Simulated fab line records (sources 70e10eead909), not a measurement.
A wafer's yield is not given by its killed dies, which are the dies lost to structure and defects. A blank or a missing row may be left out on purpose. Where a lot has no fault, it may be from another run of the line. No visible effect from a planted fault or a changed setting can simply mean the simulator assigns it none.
Chamber matching + flow nand-harc + 4 sister chambers for NHARC_P_M0_DESCUM_14 on rie-diel-03
The step chemistry O2, time 3 s. 22 wafers are shown with their chamber, then 11 later ones without.

EACH WAFER AND ITS CHAMBER
| wafer  | chamber | drypump-motor-current-A (A) | showerhead-plenum-p-Torr (Torr) | oes-product-au (a.u.) |
|--------|---------|-----------------------------|---------------------------------|-----------------------|
| L074.1 | 0       | 5.4                         | 1.92                            | 1.011                 |
| L074.2 | 1       | 5.6                         | 1.89                            | 0.997                 |
| L074.5 | 1       | 5.6                         | 1.89                            | 1.001                 |
| L077.1 | 2       | 6.3                         | 1.86                            | 1.012                 |
| L077.4 | 1       | 5.6                         | 1.88                            | 1.014                 |
| L077.5 | 3       | 5.3                         | 1.92                            | 1.015                 |
| L079.1 | 3       | 5.3                         | 1.92                            | 1.011                 |
| L079.4 | 2       | 6.3                         | 1.86                            | 0.997                 |
| L079.5 | 0       | 5.4                         | 1.91                            | 1.014                 |
| L081.2 | 3       | 5.3                         | 1.92                            | 1.009                 |
| L081.3 | 2       | 6.3                         | 1.86                            | 1.007                 |
| L081.6 | 1       | 5.6                         | 1.88                            | 1.008                 |
| L083.1 | 2       | 6.3                         | 1.86                            | 1.001                 |
| L083.2 | 1       | 5.6                         | 1.88                            | 1.011                 |
| L083.6 | 3       | 5.3                         | 1.92                            | 1.002                 |
| L085.1 | 2       | 6.3                         | 1.86                            | 1.002                 |
| L085.2 | 1       | 5.6                         | 1.88                            | 1.001                 |
| L085.4 | 0       | 5.4                         | 1.91                            | 1.006                 |
| L086.1 | 2       | 6.4                         | 1.86                            | 0.992                 |
| L086.5 | 0       | 5.4                         | 1.91                            | 1.008                 |
| L086.6 | 3       | 5.3                         | 1.91                            | 1.007                 |
| L088.1 | 3       | 5.3                         | 1.91                            | 1.004                 |

SIGNATURES (averages over the wafers above)
| reading                  | chamber 0 | chamber 1 | chamber 2 | chamber 3 | scatter within a chamber |
|--------------------------|-----------|-----------|-----------|-----------|--------------------------|
| drypump-motor-current-A  | 5.400     | 5.600     | 6.317     | 5.300     | 0.0215                   |
| showerhead-plenum-p-Torr | 1.9125    | 1.8833    | 1.8600    | 1.9167    | 0.00436                  |
| oes-product-au           | 1.00975   | 1.00533   | 1.00183   | 1.00800   | 0.00587                  |
Rule: a wafer's distance from a chamber is the root of the sum, over the readings, of the square of ((its reading less the chamber's mean) divided by the reading's scatter). The wafer belongs to the nearest chamber; if the next one is less than 2 further off, it can't be placed. The scatter: take each reading less its chamber's mean, square it, sum over the shown wafers, divide by the number of wafers less the number of chambers, and take the root.

WAFERS WITH NO CHAMBER GIVEN
| wafer  | drypump-motor-current-A (A) | showerhead-plenum-p-Torr (Torr) | oes-product-au (a.u.) |
|--------|-----------------------------|---------------------------------|-----------------------|
| L088.2 | 6.3                         | 1.86                            | 1.009                 |
| L088.4 | 5.6                         | 1.88                            | 1.004                 |
| L088.3 | 5.4                         | 1.91                            | 1.008                 |
| L088.5 | 5.4                         | 1.91                            | 1.003                 |
| L088.6 | 5.3                         | 1.91                            | 0.997                 |
| L096.1 | 5.4                         | 1.91                            | 1.001                 |
| L096.3 | 5.6                         | 1.87                            | 1.004                 |
| L096.5 | 6.4                         | 1.85                            | 1.005                 |
| L096.2 | 5.3                         | 1.91                            | 1.004                 |
| L096.4 | 6.3                         | 1.85                            | 1.010                 |
| L096.6 | 5.6                         | 1.87                            | 1.012                 |

CHAMBER TAKEN BY EACH
| wafer  | from the rows above | in truth |
|--------|---------------------|----------|
| L088.2 | 2                   | 2        |
| L088.4 | 1                   | 1        |
| L088.3 | 0                   | 0        |
| L088.5 | 0                   | 0        |
| L088.6 | 3                   | 3        |
| L096.1 | 0                   | 0        |
| L096.3 | 1                   | 1        |
| L096.5 | 2                   | 2        |
| L096.2 | 3                   | 3        |
| L096.4 | 2                   | 2        |
| L096.6 | 1                   | 1        |
Placed correctly: 11 of 11. Left unplaced by these rows: 0. Wrongly placed: 0.
